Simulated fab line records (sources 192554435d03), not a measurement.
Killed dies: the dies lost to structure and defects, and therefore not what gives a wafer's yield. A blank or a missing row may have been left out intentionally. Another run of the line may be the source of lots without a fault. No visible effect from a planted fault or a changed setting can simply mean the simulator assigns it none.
Which of the tools did it? || flow n5Finfet || Sampling: 24 lots, 72 wafers, 3 of 1938 route steps

WHAT EACH GAUGE READ, for each wafer
N5_BEOL_M0_SAQP_THK_MEAS_05. Usual: thkNm at 60.1 nm, with a standard deviation of 0.86.
{"lot": "L074", "measured": "day 5 13:53", "on": "filmMetro-01", "thkNm (nm)": "59.6 59.5 61.2", "flag": ""}
{"lot": "L075", "measured": "day 5 19:41", "on": "filmMetro-02", "thkNm (nm)": "58.6 59.3 59.9", "flag": ""}
{"lot": "L076", "measured": "day 5 23:06", "on": "filmMetro-01", "thkNm (nm)": "58.7 59.1 59.5", "flag": ""}
{"lot": "L077", "measured": "day 6 03:00", "on": "filmMetro-02", "thkNm (nm)": "60.0 60.8 61.7", "flag": ""}
{"lot": "L078", "measured": "day 6 12:44", "on": "filmMetro-02", "thkNm (nm)": "58.9 60.6 60.1", "flag": ""}
{"lot": "L079", "measured": "day 6 17:19", "on": "filmMetro-01", "thkNm (nm)": "59.7 58.7 59.9", "flag": ""}
{"lot": "L080", "measured": "day 7 01:02", "on": "filmMetro-02", "thkNm (nm)": "58.4 58.8 59.7", "flag": ""}
{"lot": "L081", "measured": "day 7 05:36", "on": "filmMetro-02", "thkNm (nm)": "59.4 60.9 61.2", "flag": ""}
{"lot": "L082", "measured": "day 7 09:39", "on": "filmMetro-02", "thkNm (nm)": "60.1 60.6 61.4", "flag": ""}
{"lot": "L083", "measured": "day 7 17:14", "on": "filmMetro-01", "thkNm (nm)": "59.3 61.7 60.5", "flag": ""}
{"lot": "L084", "measured": "day 7 21:48", "on": "filmMetro-01", "thkNm (nm)": "59.1 60.2 60.1", "flag": ""}
{"lot": "L085", "measured": "day 8 06:46", "on": "filmMetro-01", "thkNm (nm)": "59.5 60.1 61.2", "flag": ""}
{"lot": "L086", "measured": "day 8 13:29", "on": "filmMetro-02", "thkNm (nm)": "60.9 60.4 60.7", "flag": ""}
{"lot": "L087", "measured": "day 8 19:38", "on": "filmMetro-01", "thkNm (nm)": "59.9 60.7 60.7", "flag": ""}
{"lot": "L088", "measured": "day 9 00:45", "on": "filmMetro-01", "thkNm (nm)": "59.1 59.4 59.4", "flag": ""}
{"lot": "L089", "measured": "day 9 13:32", "on": "filmMetro-02", "thkNm (nm)": "60.7 60.9 61.5", "flag": ""}
{"lot": "L090", "measured": "day 9 18:35", "on": "filmMetro-02", "thkNm (nm)": "60.6 60.1 61.5", "flag": ""}
{"lot": "L091", "measured": "day 10 08:46", "on": "filmMetro-02", "thkNm (nm)": "59.5 59.2 60.2", "flag": ""}
{"lot": "L092", "measured": "day 10 12:28", "on": "filmMetro-02", "thkNm (nm)": "59.7 59.5 60.3", "flag": ""}
{"lot": "L093", "measured": "day 10 16:12", "on": "filmMetro-02", "thkNm (nm)": "59.6 61.2 60.5", "flag": ""}
{"lot": "L094", "measured": "day 10 20:40", "on": "filmMetro-01", "thkNm (nm)": "58.8 60.1 59.9", "flag": ""}
{"lot": "L095", "measured": "day 10 23:53", "on": "filmMetro-02", "thkNm (nm)": "61.2 60.5 60.3", "flag": ""}
{"lot": "L096", "measured": "day 11 07:41", "on": "filmMetro-02", "thkNm (nm)": "60.1 60.1 60.2", "flag": ""}
{"lot": "L097", "measured": "day 11 11:12", "on": "filmMetro-01", "thkNm (nm)": "58.5 58.5 59.3", "flag": ""}

N5_BEOL_M0_SAQP_OVL_MEAS_15. Usual: M0_CORE_OVL typically reads 0.0 nm, with standard deviation 0.79.
{"lot": "L074", "measured": "day 5 14:25", "on": "overlay-01", "M0_CORE_OVL (nm)": "0.4 0.3 0.7", "flag": ""}
{"lot": "L075", "measured": "day 5 20:11", "on": "overlay-01", "M0_CORE_OVL (nm)": "-0.2 1.6 -0.4", "flag": ""}
{"lot": "L076", "measured": "day 5 23:37", "on": "overlay-02", "M0_CORE_OVL (nm)": "-0.5 -1.0 -1.7", "flag": ""}
{"lot": "L077", "measured": "day 6 03:31", "on": "overlay-01", "M0_CORE_OVL (nm)": "-0.1 1.2 -0.3", "flag": ""}
{"lot": "L078", "measured": "day 6 13:15", "on": "overlay-02", "M0_CORE_OVL (nm)": "0.2 0.1 0.1", "flag": ""}
{"lot": "L079", "measured": "day 6 17:50", "on": "overlay-01", "M0_CORE_OVL (nm)": "-1.3 -1.4 -0.8", "flag": ""}
{"lot": "L080", "measured": "day 7 01:32", "on": "overlay-02", "M0_CORE_OVL (nm)": "0.0 -0.2 0.8", "flag": ""}
{"lot": "L081", "measured": "day 7 06:07", "on": "overlay-01", "M0_CORE_OVL (nm)": "0.4 0.1 -0.3", "flag": ""}
{"lot": "L082", "measured": "day 7 10:10", "on": "overlay-02", "M0_CORE_OVL (nm)": "-0.1 -1.1 0.2", "flag": ""}
{"lot": "L083", "measured": "day 7 17:37", "on": "overlay-02", "M0_CORE_OVL (nm)": "-0.9 -0.6 -0.7", "flag": ""}
{"lot": "L084", "measured": "day 7 22:11", "on": "overlay-01", "M0_CORE_OVL (nm)": "-1.1 -0.9 0.3", "flag": ""}
{"lot": "L085", "measured": "day 8 07:17", "on": "overlay-02", "M0_CORE_OVL (nm)": "-0.1 0.7 0.2", "flag": ""}
{"lot": "L086", "measured": "day 8 13:59", "on": "overlay-02", "M0_CORE_OVL (nm)": "0.7 1.5 1.7", "flag": ""}
{"lot": "L087", "measured": "day 8 20:02", "on": "overlay-01", "M0_CORE_OVL (nm)": "0.8 0.7 0.6", "flag": ""}
{"lot": "L088", "measured": "day 9 01:08", "on": "overlay-01", "M0_CORE_OVL (nm)": "-1.1 -0.4 -0.4", "flag": ""}
{"lot": "L089", "measured": "day 9 14:05", "on": "overlay-01", "M0_CORE_OVL (nm)": "-2.2 -0.6 -0.3", "flag": ""}
{"lot": "L090", "measured": "day 9 18:58", "on": "overlay-01", "M0_CORE_OVL (nm)": "-0.1 1.5 -0.7", "flag": ""}
{"lot": "L091", "measured": "day 10 09:13", "on": "overlay-01", "M0_CORE_OVL (nm)": "-0.2 0.3 -1.0", "flag": ""}
{"lot": "L092", "measured": "day 10 13:00", "on": "overlay-01", "M0_CORE_OVL (nm)": "0.3 -0.7 0.0", "flag": ""}
{"lot": "L093", "measured": "day 10 16:43", "on": "overlay-01", "M0_CORE_OVL (nm)": "-1.7 0.7 0.1", "flag": ""}
{"lot": "L094", "measured": "day 10 21:11", "on": "overlay-01", "M0_CORE_OVL (nm)": "-0.3 -1.1 -0.6", "flag": ""}
{"lot": "L095", "measured": "day 11 00:17", "on": "overlay-02", "M0_CORE_OVL (nm)": "0.9 0.3 -0.6", "flag": ""}
{"lot": "L096", "measured": "day 11 08:05", "on": "overlay-01", "M0_CORE_OVL (nm)": "-0.1 0.2 -0.4", "flag": ""}
{"lot": "L097", "measured": "day 11 11:43", "on": "overlay-01", "M0_CORE_OVL (nm)": "1.0 0.4 0.5", "flag": ""}

TOOL THAT RAN EACH LOT (tool first, then ch and the chambers of the sampled wafers, then the start)
{"lot": "L074", "N5_BEOL_M0_SAQP_HM_DEP_111": "pecvd-04 ch 0,1,2, day 5 13:56"}
{"lot": "L075", "N5_BEOL_M0_SAQP_HM_DEP_111": "pecvd-01 ch 1,2, day 5 19:43"}
{"lot": "L076", "N5_BEOL_M0_SAQP_HM_DEP_111": "pecvd-01 ch 0,1,2, day 5 23:08"}
{"lot": "L077", "N5_BEOL_M0_SAQP_HM_DEP_111": "pecvd-03 ch 1,2, day 6 03:02"}
{"lot": "L078", "N5_BEOL_M0_SAQP_HM_DEP_111": "pecvd-03 ch 1,2, day 6 12:47"}
{"lot": "L079", "N5_BEOL_M0_SAQP_HM_DEP_111": "pecvd-03 ch 0,1,2, day 6 17:22"}
{"lot": "L080", "N5_BEOL_M0_SAQP_HM_DEP_111": "pecvd-04 ch 1,2, day 7 01:04"}
{"lot": "L081", "N5_BEOL_M0_SAQP_HM_DEP_111": "pecvd-03 ch 0,1, day 7 05:38"}
{"lot": "L082", "N5_BEOL_M0_SAQP_HM_DEP_111": "pecvd-04 ch 0,2, day 7 09:41"}
{"lot": "L083", "N5_BEOL_M0_SAQP_HM_DEP_111": "pecvd-04 ch 0,1, day 7 17:16"}
{"lot": "L084", "N5_BEOL_M0_SAQP_HM_DEP_111": "pecvd-03 ch 0,1,2, day 7 21:50"}
{"lot": "L085", "N5_BEOL_M0_SAQP_HM_DEP_111": "pecvd-04 ch 0,1, day 8 06:48"}
{"lot": "L086", "N5_BEOL_M0_SAQP_HM_DEP_111": "pecvd-03 ch 0,1,2, day 8 13:31"}
{"lot": "L087", "N5_BEOL_M0_SAQP_HM_DEP_111": "pecvd-04 ch 0,2, day 8 19:40"}
{"lot": "L088", "N5_BEOL_M0_SAQP_HM_DEP_111": "pecvd-01 ch 0,1,2, day 9 00:47"}
{"lot": "L089", "N5_BEOL_M0_SAQP_HM_DEP_111": "pecvd-01 ch 0,1, day 9 13:35"}
{"lot": "L090", "N5_BEOL_M0_SAQP_HM_DEP_111": "pecvd-04 ch 0,2, day 9 18:37"}
{"lot": "L091", "N5_BEOL_M0_SAQP_HM_DEP_111": "pecvd-03 ch 0,1, day 10 08:49"}
{"lot": "L092", "N5_BEOL_M0_SAQP_HM_DEP_111": "pecvd-03 ch 0,1, day 10 12:30"}
{"lot": "L093", "N5_BEOL_M0_SAQP_HM_DEP_111": "pecvd-01 ch 0,1,2, day 10 16:14"}
{"lot": "L094", "N5_BEOL_M0_SAQP_HM_DEP_111": "pecvd-04 ch 0,1,2, day 10 20:42"}
{"lot": "L095", "N5_BEOL_M0_SAQP_HM_DEP_111": "pecvd-04 ch 0,1,2, day 10 23:57"}
{"lot": "L096", "N5_BEOL_M0_SAQP_HM_DEP_111": "pecvd-04 ch 0,1,2, day 11 07:44"}
{"lot": "L097", "N5_BEOL_M0_SAQP_HM_DEP_111": "pecvd-01 ch 0,2, day 11 11:14"}
- N5_BEOL_M0_SAQP_HM_DEP_111: deposits SiO2 from SiH4/N2O, target thk 12 nm, time 7.2 s.

AS READ BY THE TOOLS THEMSELVES (means over the sampled wafers that have a number; for cases with no such wafer, the mark the record gives instead)
N5_BEOL_M0_SAQP_HM_DEP_111. Usual: chamberPressureTorr 0.7502 Torr, standard deviation 0.0017; heaterPowerW 749 W, standard deviation 76; rfFwdPowerW 272.5 W, standard deviation 1.2; showerheadPlenumPTorr 8.12 Torr, standard deviation 0.15.
{"lot": "L074", "tool": "pecvd-04", "chamberPressureTorr (Torr)": 0.7494, "heaterPowerW (W)": 722, "rfFwdPowerW (W)": 271.6, "showerheadPlenumPTorr (Torr)": 8.14, "flag": ""}
{"lot": "L075", "tool": "pecvd-01", "chamberPressureTorr (Torr)": 0.7478, "heaterPowerW (W)": 789, "rfFwdPowerW (W)": 271.2, "showerheadPlenumPTorr (Torr)": 8.33, "flag": ""}
{"lot": "L076", "tool": "pecvd-01", "chamberPressureTorr (Torr)": 0.7514, "heaterPowerW (W)": 829, "rfFwdPowerW (W)": 272.1, "showerheadPlenumPTorr (Torr)": 8.30, "flag": ""}
{"lot": "L077", "tool": "pecvd-03", "chamberPressureTorr (Torr)": 0.7517, "heaterPowerW (W)": 706, "rfFwdPowerW (W)": 272.7, "showerheadPlenumPTorr (Torr)": 7.97, "flag": ""}
{"lot": "L078", "tool": "pecvd-03", "chamberPressureTorr (Torr)": 0.7504, "heaterPowerW (W)": 731, "rfFwdPowerW (W)": 272.1, "showerheadPlenumPTorr (Torr)": 7.98, "flag": ""}
{"lot": "L079", "tool": "pecvd-03", "chamberPressureTorr (Torr)": 0.7498, "heaterPowerW (W)": 697, "rfFwdPowerW (W)": 271.8, "showerheadPlenumPTorr (Torr)": 7.95, "flag": ""}
{"lot": "L080", "tool": "pecvd-04", "chamberPressureTorr (Torr)": 0.7489, "heaterPowerW (W)": 681, "rfFwdPowerW (W)": 273.0, "showerheadPlenumPTorr (Torr)": 8.11, "flag": ""}
{"lot": "L081", "tool": "pecvd-03", "chamberPressureTorr (Torr)": 0.7494, "heaterPowerW (W)": 769, "rfFwdPowerW (W)": 272.0, "showerheadPlenumPTorr (Torr)": 7.93, "flag": ""}
{"lot": "L082", "tool": "pecvd-04", "chamberPressureTorr (Torr)": 0.7504, "heaterPowerW (W)": 738, "rfFwdPowerW (W)": 273.7, "showerheadPlenumPTorr (Torr)": 8.17, "flag": ""}
{"lot": "L083", "tool": "pecvd-04", "chamberPressureTorr (Torr)": 0.7485, "heaterPowerW (W)": 743, "rfFwdPowerW (W)": 272.0, "showerheadPlenumPTorr (Torr)": 8.18, "flag": ""}
{"lot": "L084", "tool": "pecvd-03", "chamberPressureTorr (Torr)": 0.7499, "heaterPowerW (W)": 729, "rfFwdPowerW (W)": 272.2, "showerheadPlenumPTorr (Torr)": 7.95, "flag": ""}
{"lot": "L085", "tool": "pecvd-04", "chamberPressureTorr (Torr)": 0.7499, "heaterPowerW (W)": 739, "rfFwdPowerW (W)": 273.2, "showerheadPlenumPTorr (Torr)": 8.18, "flag": ""}
{"lot": "L086", "tool": "pecvd-03", "chamberPressureTorr (Torr)": 0.7483, "heaterPowerW (W)": 724, "rfFwdPowerW (W)": 272.3, "showerheadPlenumPTorr (Torr)": 7.95, "flag": ""}
{"lot": "L087", "tool": "pecvd-04", "chamberPressureTorr (Torr)": 0.7494, "heaterPowerW (W)": 774, "rfFwdPowerW (W)": 273.5, "showerheadPlenumPTorr (Torr)": 8.18, "flag": ""}
{"lot": "L088", "tool": "pecvd-01", "chamberPressureTorr (Torr)": 0.7500, "heaterPowerW (W)": 830, "rfFwdPowerW (W)": 273.2, "showerheadPlenumPTorr (Torr)": 8.32, "flag": ""}
{"lot": "L089", "tool": "pecvd-01", "chamberPressureTorr (Torr)": 0.7516, "heaterPowerW (W)": 817, "rfFwdPowerW (W)": 273.6, "showerheadPlenumPTorr (Torr)": 8.32, "flag": ""}
{"lot": "L090", "tool": "pecvd-04", "chamberPressureTorr (Torr)": 0.7521, "heaterPowerW (W)": 706, "rfFwdPowerW (W)": 274.0, "showerheadPlenumPTorr (Torr)": 8.09, "flag": ""}
{"lot": "L091", "tool": "pecvd-03", "chamberPressureTorr (Torr)": 0.7506, "heaterPowerW (W)": 737, "rfFwdPowerW (W)": 271.3, "showerheadPlenumPTorr (Torr)": 7.94, "flag": ""}
{"lot": "L092", "tool": "pecvd-03", "chamberPressureTorr (Torr)": 0.7500, "heaterPowerW (W)": 739, "rfFwdPowerW (W)": 271.8, "showerheadPlenumPTorr (Torr)": 7.93, "flag": ""}
{"lot": "L093", "tool": "pecvd-01", "chamberPressureTorr (Torr)": 0.7504, "heaterPowerW (W)": 791, "rfFwdPowerW (W)": 272.3, "showerheadPlenumPTorr (Torr)": 8.30, "flag": ""}
{"lot": "L094", "tool": "pecvd-04", "chamberPressureTorr (Torr)": 0.7519, "heaterPowerW (W)": 732, "rfFwdPowerW (W)": 272.9, "showerheadPlenumPTorr (Torr)": 8.14, "flag": ""}
{"lot": "L095", "tool": "pecvd-04", "chamberPressureTorr (Torr)": 0.7503, "heaterPowerW (W)": 751, "rfFwdPowerW (W)": 272.3, "showerheadPlenumPTorr (Torr)": 8.16, "flag": ""}
{"lot": "L096", "tool": "pecvd-04", "chamberPressureTorr (Torr)": 0.7497, "heaterPowerW (W)": 718, "rfFwdPowerW (W)": 274.1, "showerheadPlenumPTorr (Torr)": 8.14, "flag": ""}
{"lot": "L097", "tool": "pecvd-01", "chamberPressureTorr (Torr)": 0.7489, "heaterPowerW (W)": 786, "rfFwdPowerW (W)": 271.6, "showerheadPlenumPTorr (Torr)": 8.26, "flag": ""}

THE ANSWER, worked out from the rows above alone
Rule: take the mean of a lot's wafers that have a number; if it is more than 3 standard deviations from the usual mean, the lot is off. A lot without any number at a reading at which 4 lots or more have one is off too. The other lots that the step has rows for count as sound. After the gauges, taken in route order, come the tools' own readings; for these a lot's mean is taken, as printed above. At the first step where some lot is off, the reading lying furthest off is the one used; lots without a number count as furthest.
Across all readings shown, no lot is off: no conclusion can be drawn from this.

WHAT HAD BEEN PUT IN BY THE SIMULATOR
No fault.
